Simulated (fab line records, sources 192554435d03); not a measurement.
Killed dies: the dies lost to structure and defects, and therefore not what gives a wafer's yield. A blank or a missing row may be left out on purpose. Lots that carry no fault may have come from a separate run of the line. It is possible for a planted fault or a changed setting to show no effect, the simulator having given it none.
Split-lot experiment | flow n5 finfet | route with 1938 steps; 7 lots, 21 wafers read

## THE SPLIT ITSELF
At N5_BEOL_M3_EXPOSE_25 (exposes mask V2, defocus 5 nm), the setting dose mj was moved away from the recipe's 63 on 8 of the 21 wafers read, by -7.5% to +6.9%. The other wafers ran this setting at the recipe's value.

## FROM THE SPLIT TO THE READING: what the file shows between them, 2 steps
- N5_BEOL_M3_PEB_26: peb time 60 s
- N5_BEOL_M3_DEVELOP_27: develop time 30 s

## THE READING
cd nm, in nm, at N5_BEOL_M3_CD_MEAS_28 (target cd 25.7 nm, target cd y 23.3 nm). Fault-free wafers of this fab line usually give 25.69 nm, standard deviation 0.23 nm.

wafer  | tool, chamber at the split | dose mj as run | against the recipe | cd nm, nm | against lot-mates on the recipe
L075.1 | euv scanner-02, 0          | 63             | recipe             | 25.17     | -
L075.4 | euv scanner-02, 0          | 63             | recipe             | 25.72     | -
L075.6 | euv scanner-02, 0          | 67.33          | +6.9%              | 26.63     | +1.18
L079.1 | euv scanner-02, 0          | 64.96          | +3.1%              | 25.88     | +0.53
L079.2 | euv scanner-02, 0          | 63             | recipe             | 25.35     | -
L079.5 | euv scanner-02, 0          | 64.96          | +3.1%              | 26.05     | +0.70
L084.3 | euv scanner-01, 0          | 58.3           | -7.5%              | 24.54     | -1.20
L084.4 | euv scanner-01, 0          | 63             | recipe             | 25.75     | -
L084.6 | euv scanner-01, 0          | 63             | recipe             | 25.74     | -
L085.2 | euv scanner-02, 0          | 63             | recipe             | 25.56     | -
L085.5 | euv scanner-02, 0          | 63             | recipe             | 25.55     | -
L085.6 | euv scanner-02, 0          | 63             | recipe             | 25.48     | -
L086.2 | euv scanner-01, 0          | 65.67          | +4.2%              | 26.49     | +0.62
L086.3 | euv scanner-01, 0          | 65.67          | +4.2%              | 26.43     | +0.56
L086.5 | euv scanner-01, 0          | 63             | recipe             | 25.87     | -
L088.2 | euv scanner-02, 0          | 63             | recipe             | 26.03     | -
L088.3 | euv scanner-02, 0          | 65.61          | +4.1%              | 26.54     | +0.51
L088.4 | euv scanner-02, 0          | 65.61          | +4.1%              | 26.47     | +0.44
L090.2 | euv scanner-02, 0          | 63             | recipe             | 25.63     | -
L090.4 | euv scanner-02, 0          | 63             | recipe             | 25.83     | -
L090.6 | euv scanner-02, 0          | 63             | recipe             | 25.62     | -

FIT RESULTS
A straight line over all 21 wafers: cd nm changes by +0.16 nm for each +1% of dose mj; r = +0.92; the points scatter about the line by 0.21 nm.
The same after taking each lot's own level away (the mean of its wafers on the recipe; 21 wafers): +0.156 nm for each +1%; r = +0.96; scatter 0.13 nm.
Per that fit: largest dose mj move, reading shift of 1.2 nm.
Across the lots, their own levels run from 25.350 to 26.030 nm, a range of 3.0 times the standard deviation given above.
The two slopes are in agreement: the lot-to-lot level therefore moves the slope only a little.
Check: -1.14 nm against its lot-mates is what the line predicts for one of the wafers moved furthest among these (-7.5%) when that wafer is left out of the fit. Against them it came out at -1.2 nm.

## THE OTHER SPLITS THESE WAFERS WENT THROUGH
Other splits were also applied to these wafers ahead of the reading. Each is held against what the fit with the lots' levels taken away leaves over:
other split on the same wafers   | wafers away from the commonest value | r with cd nm (lot level and that fit taken away)
N5_BEOL_M2_TRENCH_ETCH_37 time s | 6                                    | -0.01

## THE FILE'S OWN FIT
cd nm changes by +0.159 nm for each +1% of dose mj, r = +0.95.
